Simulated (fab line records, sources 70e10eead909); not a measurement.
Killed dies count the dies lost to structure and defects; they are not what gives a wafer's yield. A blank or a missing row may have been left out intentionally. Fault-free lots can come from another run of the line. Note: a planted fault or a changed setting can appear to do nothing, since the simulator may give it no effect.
2 desks looking at one fault | flow nand_harc | every desk sees just its own numbers, and what lay behind them comes last

## FOR THE TOOL OWNER'S DESK: krf_scanner-03
The tool's own readings at NHARC_THIN_TSV_EXPOSE_09 (exposes mask TSV): means of the sampled wafers that have a number, for each lot that ran on this tool. If a lot's mean is further than 4 standard deviations from the usual mean, the lot is out of limits and carries the mark OUT (the distance appears in the brackets).
Columns: A = exposure_dose_mJ_cm2 at NHARC_THIN_TSV_EXPOSE_09, usual 30.68
lot  | first seen here | A
L775 | day 23 21:20    | 30.77
L776 | day 24 09:56    | 30.74
L777 | day 24 11:01    | 30.66
L788 | day 29 14:18    | 47.61 (+99 or more) OUT
L791 | day 30 08:02    | 44.57 (+99 or more) OUT
L793 | day 31 11:26    | 44.56 (+99 or more) OUT
This desk's verdict: out of limits on L788, L791, L793, starting with L788 at day 29 14:18 (exposure_dose_mJ_cm2 at NHARC_THIN_TSV_EXPOSE_09). In limits: L775, L776, L777.

## THE METROLOGY DESK
Lot by lot, what the gauges showed, no matter which tool ran the lot: averages of those sampled wafers that carry a number. If a lot's mean is further than 4 standard deviations from the usual mean, the lot is out of limits and carries the mark OUT (the distance appears in the brackets).
Columns: A = cd_nm at NHARC_THIN_TSV_CD_MEAS_12, usual 998.9 nm; B = cd_nm at NHARC_THIN_TSV_CD_MEAS_37, usual 4997.9 nm
lot  | first seen here | A                 | B
L775 | day 23 21:29    | 1001.2            | 4998.8
L776 | day 24 10:05    | 998.6             | 4998.2
L777 | day 24 11:10    | 998.2             | 4997.5
L778 | day 25 21:57    | 999.4             | 4998.3
L781 | day 26 15:43    | 997.0             | 4995.6
L788 | day 29 14:28    | 1013.5 (+8.6) OUT | 5011.9 (+6.1) OUT
L791 | day 30 08:12    | 1011.5 (+7.4) OUT | 5011.3 (+5.8) OUT
L793 | day 31 11:35    | 1008.6 (+5.7) OUT | 5008.8 (+4.7) OUT
L796 | day 32 18:25    | 997.3             | 4996.4
L798 | day 33 15:57    | 995.5             | 4995.1
L797 | day 33 17:03    | 1000.4            | 4998.5
This desk's verdict: out of limits on L788, L791, L793, starting with L788 at day 29 14:28 (cd_nm at NHARC_THIN_TSV_CD_MEAS_12). In limits: L775, L776, L777, L778, L781, L796, L798, L797.

## ALL TOGETHER
The tool owner's desk had the chance to raise an alarm at day 29 14:18 on L788, L791, L793.
On L788, L791, L793, the metrology desk was in a position to raise an alarm at day 29 14:28.
NHARC_THIN_TSV_EXPOSE_09 was run on krf_scanner-03 by each of the lots named.

## WHAT THE SIMULATOR HAD INSERTED
Process parameters drifting: krf_scanner-03 at NHARC_THIN_TSV_EXPOSE_09, beginning at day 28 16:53. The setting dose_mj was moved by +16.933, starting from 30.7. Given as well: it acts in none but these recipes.
Shown lots that were struck: L788, L791, L793.
Hours from the fault's start to each desk's first reading out of limits: the tool owner's desk, 21; the metrology desk, 22.
